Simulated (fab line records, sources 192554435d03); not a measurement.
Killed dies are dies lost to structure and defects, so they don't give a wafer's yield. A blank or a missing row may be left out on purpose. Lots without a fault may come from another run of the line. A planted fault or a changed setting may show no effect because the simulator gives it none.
Split-lot experiment | flow n5_finfet | 7 lots, 21 wafers read, on a route of 1938 steps

THE SPLIT
At N5_BEOL_M13_COAT_58 (time 60 s, resist thk 89 nm), the setting spin_rpm was moved away from the recipe's 1500 rpm on 6 of the 21 wafers read, by -11.0% to +9.6%. The other wafers ran this setting at the recipe's value.

The reading is taken at the split's own step.

THE READING
BARC_of_BEOL_M13_COAT_58.thk_nm (the simulator's own value, which no gauge read), in nm, at N5_BEOL_M13_COAT_58 (time 60 s, resist thk 89 nm). The file gives no usual value for it. The 15 wafers here that ran the recipe average 89.0 nm, standard deviation 0.3 nm.

wafer  | tool, chamber at the split | spin_rpm as run, rpm | against the recipe | BARC_of_BEOL_M13_COAT_58.thk_nm, nm | against lot-mates on the recipe
L074.1 | litho_track-04, 0          | 1500                 | recipe             | 88.8                                | -
L074.4 | litho_track-04, 0          | 1500                 | recipe             | 88.8                                | -
L074.5 | litho_track-04, 0          | 1500                 | recipe             | 88.8                                | -
L077.1 | litho_track-04, 0          | 1644                 | +9.6%              | 85                                  | -4.4
L077.3 | litho_track-04, 0          | 1500                 | recipe             | 89.4                                | -
L077.5 | litho_track-04, 0          | 1644                 | +9.6%              | 85.2                                | -4.2
L079.2 | litho_track-01, 0          | 1500                 | recipe             | 88.8                                | -
L079.4 | litho_track-01, 0          | 1500                 | recipe             | 88.8                                | -
L079.6 | litho_track-01, 0          | 1500                 | recipe             | 89.2                                | -
L080.2 | litho_track-01, 0          | 1335                 | -11.0%             | 94.6                                | +5.4
L080.4 | litho_track-01, 0          | 1335                 | -11.0%             | 94.2                                | +5.0
L080.5 | litho_track-01, 0          | 1500                 | recipe             | 89.2                                | -
L083.1 | litho_track-02, 0          | 1500                 | recipe             | 88.6                                | -
L083.4 | litho_track-02, 0          | 1500                 | recipe             | 88.4                                | -
L083.6 | litho_track-02, 0          | 1500                 | recipe             | 89                                  | -
L094.1 | litho_track-02, 0          | 1413                 | -5.8%              | 91.8                                | +2.8
L094.3 | litho_track-02, 0          | 1413                 | -5.8%              | 91.8                                | +2.8
L094.6 | litho_track-02, 0          | 1500                 | recipe             | 89                                  | -
L095.2 | litho_track-04, 0          | 1500                 | recipe             | 89.2                                | -
L095.3 | litho_track-04, 0          | 1500                 | recipe             | 89.4                                | -
L095.5 | litho_track-04, 0          | 1500                 | recipe             | 89.4                                | -

THE FIT
A straight line over all 21 wafers: BARC_of_BEOL_M13_COAT_58.thk_nm changes by -0.456 nm for each +1% of spin_rpm; r = -0.99; the points scatter about the line by 0.33 nm.
The same after taking each lot's own level away (the mean of its wafers on the recipe; 21 wafers): -0.464 nm for each +1%; r = -1.00; scatter 0.16 nm.
On that fit, the largest move of spin_rpm shifts the reading by 5.1 nm.
The lots' own levels span 88.67 to 89.40 nm, that is 2.5 times the standard deviation above.
So the lot-to-lot level changes the slope little: the two slopes agree.
Check: with one of the wafers moved furthest among these (-11.0%) left out of the fit, the line predicts +5.04 nm for it against its lot-mates. It came out at +5.4 nm against them.

OTHER SPLITS ON THESE WAFERS
These wafers also went through other splits before the reading. Each is held against what the fit with the lots' levels taken away leaves over:
other split on the same wafers    | wafers away from the commonest value | r with BARC_of_BEOL_M13_COAT_58.thk_nm (lot level and that fit taken away)
N5_BEOL_M9_HM_DEP_02 target_thk_a | 14                                   | -0.04
N5_BEOL_M10_COAT_59 spin_rpm      | 6                                    | -0.10
N5_BEOL_M11_ETCH_66 time_s        | 5                                    | +0.25
N5_BEOL_M11_VIA_ETCH_34 time_s    | 4                                    | -0.03
N5_BEOL_M12_COAT_04 spin_rpm      | 8                                    | -0.12

THE FILE'S OWN FIT
BARC_of_BEOL_M13_COAT_58.thk_nm changes by -0.465 nm for each +1% of spin_rpm, r = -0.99.
